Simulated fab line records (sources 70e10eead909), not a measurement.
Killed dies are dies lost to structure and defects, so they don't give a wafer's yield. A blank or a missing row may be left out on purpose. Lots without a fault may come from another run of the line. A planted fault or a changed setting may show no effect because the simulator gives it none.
Matching of chambers || flow nand_harc || rie_diel-06 running NHARC_P_GATE_DESCUM_61: 4 sister chambers
The step chemistry O2, time 3 s. 4 wafers are shown with their chamber, then 7 later ones without.

## WAFERS WITH THEIR CHAMBER
{"wafer": "L087.3", "chamber": 2, "showerhead_plenum_p_Torr (Torr)": 1.78}
{"wafer": "L087.6", "chamber": 3, "showerhead_plenum_p_Torr (Torr)": 1.82}
{"wafer": "L094.3", "chamber": 1, "showerhead_plenum_p_Torr (Torr)": 1.87}
{"wafer": "L094.4", "chamber": 0, "showerhead_plenum_p_Torr (Torr)": 1.82}

## WAFERS WHOSE CHAMBER IS MISSING
{"wafer": "L094.5", "showerhead_plenum_p_Torr (Torr)": 1.77}
{"wafer": "L093.2", "showerhead_plenum_p_Torr (Torr)": 1.87}
{"wafer": "L093.3", "showerhead_plenum_p_Torr (Torr)": 1.82}
{"wafer": "L093.5", "showerhead_plenum_p_Torr (Torr)": 1.77}
{"wafer": "L095.1", "showerhead_plenum_p_Torr (Torr)": 1.86}
{"wafer": "L095.2", "showerhead_plenum_p_Torr (Torr)": 1.82}
{"wafer": "L095.4", "showerhead_plenum_p_Torr (Torr)": 1.86}

## THE CHAMBER EACH PASSED THROUGH
{"wafer": "L094.5", "from the rows above": 2, "in truth": 2}
{"wafer": "L093.2", "from the rows above": 1, "in truth": 1}
{"wafer": "L093.3", "from the rows above": "can't be placed: 0 or 3", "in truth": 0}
{"wafer": "L093.5", "from the rows above": 2, "in truth": 2}
{"wafer": "L095.1", "from the rows above": 1, "in truth": 1}
{"wafer": "L095.2", "from the rows above": "can't be placed: 0 or 3", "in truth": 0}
{"wafer": "L095.4", "from the rows above": 1, "in truth": 1}
Correctly placed: 5 of 7. These rows do not allow placing 2 (true chamber among the candidates in 2). Placed wrongly: 0.
How it was worked out, from the rows above alone: a wafer's distance from a chamber is the root of the sum, over the readings, of the square of ((its reading less the chamber's mean) divided by the reading's scatter). The wafer belongs to the nearest chamber; if the next one is less than 2 further off, it can't be placed. For every chamber, the mean is computed from those of its wafers that are shown. The scatter: with one shown wafer a chamber, the root of the mean of the squares of how far each hidden wafer lies from its nearest shown one.
